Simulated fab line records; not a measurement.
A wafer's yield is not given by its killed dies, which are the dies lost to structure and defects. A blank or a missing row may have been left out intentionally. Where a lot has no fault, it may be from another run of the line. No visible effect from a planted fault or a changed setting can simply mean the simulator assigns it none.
Split-lot trial | flow n5 finfet | route with 1938 steps; 7 lots, 39 wafers read

## ON THE SPLIT
At N5_SD_EPI_N_DEVELOP_08 (develop time 30 s), the setting develop time s was moved away from the recipe's 30 s on 9 of the 39 wafers read, by -56.7% to +38.0%. For the rest of the wafers, this setting stayed at what the recipe calls for.

There is no step in the file separating the split from the reading.

## THE READING
Shown in nm: cd nm at N5_SD_EPI_N_CD_MEAS_09, with target cd 120 nm. A value of 120.2 nm with a standard deviation of 0.52 nm is what fault-free wafers of this fab line usually give.

wafer  | tool, chamber at the split | develop time s as run, s | against the recipe | cd nm, nm | against lot-mates on the recipe
L074.1 | litho track-03, 0          | 41.4                     | +38.0%             | 121.7     | +1.8
L074.2 | litho track-03, 0          | 30                       | recipe             | 120.1     | -
L074.3 | litho track-03, 0          | 41.4                     | +38.0%             | 121.4     | +1.5
L074.4 | litho track-03, 0          | 41.4                     | +38.0%             | 121.2     | +1.3
L074.5 | litho track-03, 0          | 30                       | recipe             | 120.0     | -
L074.6 | litho track-03, 0          | 30                       | recipe             | 119.5     | -
L075.1 | litho track-02, 0          | 30                       | recipe             | 120.7     | -
L075.2 | litho track-02, 0          | 30                       | recipe             | 120.5     | -
L075.3 | litho track-02, 0          | 30                       | recipe             | 120.6     | -
L075.4 | litho track-02, 0          | 30                       | recipe             | 120.2     | -
L075.5 | litho track-02, 0          | 30                       | recipe             | 121.3     | -
L075.6 | litho track-02, 0          | 30                       | recipe             | 120.0     | -
L077.1 | litho track-02, 0          | 30                       | recipe             | 120.7     | -
L077.2 | litho track-02, 0          | 30                       | recipe             | 120.8     | -
L077.3 | litho track-02, 0          | 30                       | recipe             | 121.2     | -
L077.4 | litho track-02, 0          | 30                       | recipe             | 119.8     | -
L077.5 | litho track-02, 0          | 30                       | recipe             | 121.1     | -
L077.6 | litho track-02, 0          | 30                       | recipe             | 121.3     | -
L078.1 | litho track-03, 0          | 30                       | recipe             | 120.1     | -
L078.2 | litho track-03, 0          | 30                       | recipe             | 120.3     | -
L078.3 | litho track-03, 0          | 22.74                    | -24.2%             | 118.6     | -1.8
L078.4 | litho track-03, 0          | 22.74                    | -24.2%             | 119.0     | -1.4
L078.5 | litho track-03, 0          | 30                       | recipe             | 120.7     | -
L078.6 | litho track-03, 0          | 22.74                    | -24.2%             | 118.8     | -1.6
L082.1 | litho track-02, 0          | 30                       | recipe             | 120.1     | -
L082.2 | litho track-02, 0          | 12.99                    | -56.7%             | 116.1     | -4.8
L082.3 | litho track-02, 0          | 12.99                    | -56.7%             | 115.3     | -5.6
L082.4 | litho track-02, 0          | 30                       | recipe             | 121.3     | -
L082.5 | litho track-02, 0          | 12.99                    | -56.7%             | 115.6     | -5.3
L082.6 | litho track-02, 0          | 30                       | recipe             | 121.2     | -
L087.1 | litho track-05, 0          | 30                       | recipe             | 119.9     | -
L087.2 | litho track-05, 0          | 30                       | recipe             | 119.3     | -
L087.3 | litho track-05, 0          | 30                       | recipe             | 119.8     | -
L087.4 | litho track-05, 0          | 30                       | recipe             | 119.9     | -
L087.5 | litho track-05, 0          | 30                       | recipe             | 120.2     | -
L087.6 | litho track-05, 0          | 30                       | recipe             | 120.1     | -
L088.2 | litho track-02, 0          | 30                       | recipe             | 120.5     | -
L088.3 | litho track-02, 0          | 30                       | recipe             | 120.7     | -
L088.4 | litho track-02, 0          | 30                       | recipe             | 120.2     | -

THE FIT
A straight line over all 39 wafers: cd nm changes by +0.0645 nm for each +1% of develop time s; r = +0.89; the points scatter about the line by 0.69 nm.
The same after taking each lot's own level away (the mean of its wafers on the recipe; 39 wafers): +0.0735 nm for each +1%; r = +0.94; scatter 0.57 nm.
That fit puts the effect of the largest move of develop time s on the reading at 4.2 nm.
The lots' own levels span 119.87 to 120.87 nm, that is 1.9 times the standard deviation above.
So the slope is not independent of the lot-to-lot level: the two fits are not the same.
Check: with one of the wafers moved furthest among these (-56.7%) left out of the fit, the line predicts -4.21 nm for it against its lot-mates. It came out at -4.77 nm against them.

## THE WHOLE CHAIN: every reading that the file lists as answering this split, in the file's order
step                    | what it does                                                | reading                                                         | change (the file's fit)                | r (the file's)
N5_SD_EPI_N_CD_MEAS_09  | target cd 120 nm                                            | cd nm                                                           | +0.0752 nm for each +1% of the setting | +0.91
N5_SD_EPI_N_DESCUM_14   | chemistry O2, time 7.9 s                                    | SD_EPI_N.cd nm (the simulator's own value, which no gauge read) | +0.072 nm for each +1% of the setting  | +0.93
N5_SD_EPI_N_ETCH_34     | etches SiARC in CF4, target depth 45.5 nm, time 75.8 s      | SD_EPI_N.cd nm (the simulator's own value, which no gauge read) | +0.071 nm for each +1% of the setting  | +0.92
N5_SD_EPI_N_ETCH_35     | etches SOC in N2/H2, overetch 108 nm, time 486 s            | SD_EPI_N.cd nm (the simulator's own value, which no gauge read) | +0.0672 nm for each +1% of the setting | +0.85
N5_SD_EPI_N_ETCHBACK_44 | etches SiNx in CH3F/O2, stops on SiO2, target depth 14.5 nm | SD_EPI_N.cd nm (the simulator's own value, which no gauge read) | +0.0664 nm for each +1% of the setting | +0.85
N5_SD_EPI_N_ETCH_45     | etches SiOCN in CH3F/O2, target depth 6 nm                  | SD_EPI_N.cd nm (the simulator's own value, which no gauge read) | +0.0681 nm for each +1% of the setting | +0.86
N5_SD_EPI_N_ETCH_16     | etches SiO2 in CHF3/O2, target depth 5 nm                   | SD_EPI_N.cd nm (the simulator's own value, which no gauge read) | +0.0688 nm for each +1% of the setting | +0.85

## FILE'S OWN FIT
cd nm changes by +0.0752 nm for each +1% of develop time s, r = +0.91.
